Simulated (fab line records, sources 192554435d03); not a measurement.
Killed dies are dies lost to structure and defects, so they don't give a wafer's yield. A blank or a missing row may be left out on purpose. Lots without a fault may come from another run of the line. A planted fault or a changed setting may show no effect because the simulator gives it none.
Chamber matching | flow n5_finfet | N5_SPACER0_ALD_07 on ald_sin-02: 4 sister chambers
The step deposits SiNx, target thk 2 nm. 22 wafers are shown with their chamber, then 11 later ones without.

WAFERS WITH THEIR CHAMBER
wafer  | chamber | heater_power_w (W)
L074.1 | 0       | 1025
L074.4 | 2       | 852
L074.6 | 0       | 1034
L076.2 | 1       | 859
L076.3 | 0       | 1024
L076.4 | 2       | 867
L080.2 | 0       | 1028
L080.3 | 3       | 821
L080.6 | 3       | 820
L081.2 | 0       | 1027
L081.3 | 2       | 860
L081.4 | 3       | 801
L085.1 | 1       | 864
L085.2 | 3       | 842
L085.3 | 2       | 834
L085.4 | 0       | 1036
L085.5 | 3       | 815
L085.6 | 0       | 1032
L087.1 | 3       | 845
L087.2 | 2       | 868
L087.3 | 0       | 1006
L087.4 | 1       | 885

SIGNATURES (means of the wafers above)
reading        | chamber 0 | chamber 1 | chamber 2 | chamber 3 | scatter within a chamber
heater_power_w | 1026.50   | 869.33    | 856.20    | 824.00    | 13.3
Rule: a wafer's distance from a chamber is the root of the sum, over the readings, of the square of ((its reading less the chamber's mean) divided by the reading's scatter). The wafer belongs to the nearest chamber; if the next one is less than 2 further off, it can't be placed. The scatter: the root of (the sum of the squares of (reading less its chamber's mean) over the shown wafers, divided by (wafers less chambers)).

WAFERS WITHOUT THEIR CHAMBER
wafer  | heater_power_w (W)
L087.5 | 845
L087.6 | 1035
L090.1 | 874
L090.4 | 881
L090.5 | 846
L094.1 | 825
L094.4 | 847
L094.5 | 860
L095.1 | 860
L095.4 | 802
L095.6 | 838

WHICH CHAMBER EACH WENT THROUGH
wafer  | from the rows above          | in truth
L087.5 | can't be placed: 2 or 3 or 1 | 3
L087.6 | 0                            | 0
L090.1 | can't be placed: 1 or 2      | 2
L090.4 | can't be placed: 1 or 2      | 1
L090.5 | can't be placed: 2 or 3 or 1 | 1
L094.1 | 3                            | 3
L094.4 | can't be placed: 2 or 1 or 3 | 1
L094.5 | can't be placed: 2 or 1      | 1
L095.1 | can't be placed: 2 or 1      | 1
L095.4 | 3                            | 3
L095.6 | can't be placed: 3 or 2 or 1 | 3
Placed correctly: 3 of 11. Can't be placed from these rows: 8 (the true chamber is among the candidates in 8). Placed wrongly: 0.
